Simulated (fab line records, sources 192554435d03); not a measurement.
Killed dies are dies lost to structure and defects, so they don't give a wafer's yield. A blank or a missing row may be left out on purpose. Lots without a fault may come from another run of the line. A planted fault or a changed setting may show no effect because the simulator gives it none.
Chamber matching | flow n5_finfet | N5_FIN_SAQP_STRIP_77 on rie_diel-03: 4 sister chambers
The step strips in N2/H2, time 90 s. 22 wafers are shown with their chamber, then 11 later ones without.

WAFERS WITH THEIR CHAMBER
wafer  | chamber | throttle_valve_pct (%) | showerhead_plenum_p_Torr (Torr) | oes_product_au (a.u.)
L074.4 | 2       | 12.16                  | 3.46                            | 0.69
L074.5 | 1       | 12.39                  | 3.47                            | 0.69
L074.6 | 0       | 11.48                  | 3.59                            | 0.95
L075.2 | 3       | 11.97                  | 3.41                            | 0.83
L075.4 | 2       | 12.18                  | 3.46                            | 0.69
L075.6 | 3       | 11.98                  | 3.41                            | 0.83
L076.1 | 3       | 11.99                  | 3.41                            | 0.82
L076.4 | 0       | 11.51                  | 3.58                            | 0.94
L076.6 | 2       | 12.19                  | 3.45                            | 0.69
L077.1 | 1       | 12.40                  | 3.46                            | 0.69
L077.2 | 0       | 11.53                  | 3.58                            | 0.92
L077.5 | 0       | 11.55                  | 3.58                            | 0.92
L078.1 | 0       | 11.53                  | 3.58                            | 0.91
L078.2 | 3       | 11.99                  | 3.40                            | 0.81
L078.3 | 2       | 12.22                  | 3.45                            | 0.68
L078.4 | 3       | 12.01                  | 3.40                            | 0.81
L078.5 | 0       | 11.53                  | 3.58                            | 0.91
L078.6 | 2       | 12.22                  | 3.45                            | 0.69
L079.3 | 0       | 11.55                  | 3.58                            | 0.90
L079.4 | 2       | 12.24                  | 3.44                            | 0.67
L079.5 | 0       | 11.54                  | 3.58                            | 0.89
L080.1 | 0       | 11.55                  | 3.58                            | 0.89

SIGNATURES (means of the wafers above)
reading                  | chamber 0 | chamber 1 | chamber 2 | chamber 3 | scatter within a chamber
throttle_valve_pct       | 11.5300   | 12.3950   | 12.2017   | 11.9880   | 0.0231
showerhead_plenum_p_Torr | 3.5811    | 3.4650    | 3.4517    | 3.4060    | 0.00549
oes_product_au           | 0.9144    | 0.6900    | 0.6850    | 0.8200    | 0.0152
Rule: a wafer's distance from a chamber is the root of the sum, over the readings, of the square of ((its reading less the chamber's mean) divided by the reading's scatter). The wafer belongs to the nearest chamber; if the next one is less than 2 further off, it can't be placed. The scatter: the root of (the sum of the squares of (reading less its chamber's mean) over the shown wafers, divided by (wafers less chambers)).

WAFERS WITHOUT THEIR CHAMBER
wafer  | throttle_valve_pct (%) | showerhead_plenum_p_Torr (Torr) | oes_product_au (a.u.)
L080.2 | 12.02                  | 3.40                            | 0.79
L080.3 | 12.22                  | 3.44                            | 0.68
L080.4 | 12.23                  | 3.44                            | 0.67
L080.5 | 11.55                  | 3.58                            | 0.89
L080.6 | 12.01                  | 3.40                            | 0.80
L087.3 | 11.81                  | 3.45                            | 0.95
L087.4 | 12.05                  | 3.39                            | 0.78
L087.5 | 11.61                  | 3.57                            | 0.87
L092.1 | 11.85                  | 3.45                            | 0.91
L092.2 | 12.08                  | 3.38                            | 0.78
L092.3 | 11.62                  | 3.43                            | 0.91

WHICH CHAMBER EACH WENT THROUGH
wafer  | from the rows above | in truth
L080.2 | 3                   | 3
L080.3 | 2                   | 2
L080.4 | 2                   | 2
L080.5 | 0                   | 0
L080.6 | 3                   | 3
L087.3 | 3                   | 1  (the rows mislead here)
L087.4 | 3                   | 3
L087.5 | 0                   | 0
L092.1 | 3                   | 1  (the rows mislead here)
L092.2 | 3                   | 3
L092.3 | 3                   | 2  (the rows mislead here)
Placed correctly: 8 of 11. Can't be placed from these rows: 0. Placed wrongly: 3.
